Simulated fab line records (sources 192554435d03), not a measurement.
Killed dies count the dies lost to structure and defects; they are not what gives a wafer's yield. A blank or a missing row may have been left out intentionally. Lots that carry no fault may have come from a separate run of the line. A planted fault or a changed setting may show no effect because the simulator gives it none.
Matching of chambers    flow n5_finfet    N5_BEOL_M10_ETCH_61 on rie_diel-01: 4 sister chambers
The step etches SiARC in CF4, target depth 39 nm, time 65 s. 4 wafers are shown with their chamber, then 9 later ones without.

== WAFERS WITH THEIR CHAMBER ==
wafer   chamber  drypump_motor_current_A (A)
L082.1  1        5.2
L082.2  0        6.4
L085.2  3        5.3
L085.6  2        4.9

== WAFERS WHOSE CHAMBER IS MISSING ==
wafer   drypump_motor_current_A (A)
L086.1  4.9
L086.3  6.4
L086.6  5.0
L092.3  4.9
L092.4  6.3
L092.6  5.2
L095.2  4.9
L095.3  5.3
L095.4  5.2

== EACH ONE'S CHAMBER ==
wafer   from the rows above  in truth
L086.1  2                    2
L086.3  0                    0
L086.6  2                    2
L092.3  2                    2
L092.4  0                    0
L092.6  1                    1
L095.2  2                    2
L095.3  3                    3
L095.4  1                    1
Correct placement for 9 of the 9. Left unplaced by these rows: 0. Wrongly placed: 0.
How it was worked out, from the rows above alone: a wafer's distance from a chamber is the root of the sum, over the readings, of the square of ((its reading less the chamber's mean) divided by the reading's scatter). The wafer belongs to the nearest chamber; if the next one is less than 2 further off, it can't be placed. Each chamber's mean is taken over the wafers shown for it. The scatter: with one shown wafer a chamber, the root of the mean of the squares of how far each hidden wafer lies from its nearest shown one.
